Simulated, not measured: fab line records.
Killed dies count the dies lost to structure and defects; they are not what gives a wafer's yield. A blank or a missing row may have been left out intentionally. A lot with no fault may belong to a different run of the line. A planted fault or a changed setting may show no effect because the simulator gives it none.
Chamber matching -- flow n5_finfet -- 4 sister chambers for N5_BEOL_M11_STRIP_19 on rie_diel-03
The step strips in O2. 4 wafers are shown with their chamber, then 9 later ones without.

== WAFERS WITH THEIR CHAMBER ==
wafer,chamber,showerhead_plenum_p_Torr (Torr)
L077.3,2,1.98
L084.1,3,2.09
L084.3,1,2.13
L084.5,0,2.03

== WAFERS WITHOUT THEIR CHAMBER ==
wafer,showerhead_plenum_p_Torr (Torr)
L086.3,2.03
L086.5,2.09
L086.6,2.03
L092.3,2.13
L092.5,2.03
L092.6,2.09
L093.1,2.02
L093.3,2.09
L093.6,2.23

== CHAMBER TAKEN BY EACH ==
wafer,from the rows above,in truth
L086.3,can't be placed: 0 or 2 or 3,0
L086.5,can't be placed: 3 or 1 or 0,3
L086.6,can't be placed: 0 or 2 or 3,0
L092.3,can't be placed: 1 or 3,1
L092.5,can't be placed: 0 or 2 or 3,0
L092.6,can't be placed: 3 or 1 or 0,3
L093.1,can't be placed: 0 or 2 or 3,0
L093.3,can't be placed: 3 or 1 or 0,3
L093.6,can't be placed: 1 or 3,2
0 of 9 placed correctly. Not placeable from these rows: 9 (in 8, the candidates include the true chamber). 0 placed wrongly.
How it was worked out, from the rows above alone: a wafer's distance from a chamber is the root of the sum, over the readings, of the square of ((its reading less the chamber's mean) divided by the reading's scatter). The wafer belongs to the nearest chamber; if the next one is less than 2 further off, it can't be placed. The mean given for a chamber averages the wafers shown for that chamber. The scatter (one wafer shown for each chamber): square how far every hidden wafer sits from the nearest shown wafer, average those squares and take the square root.
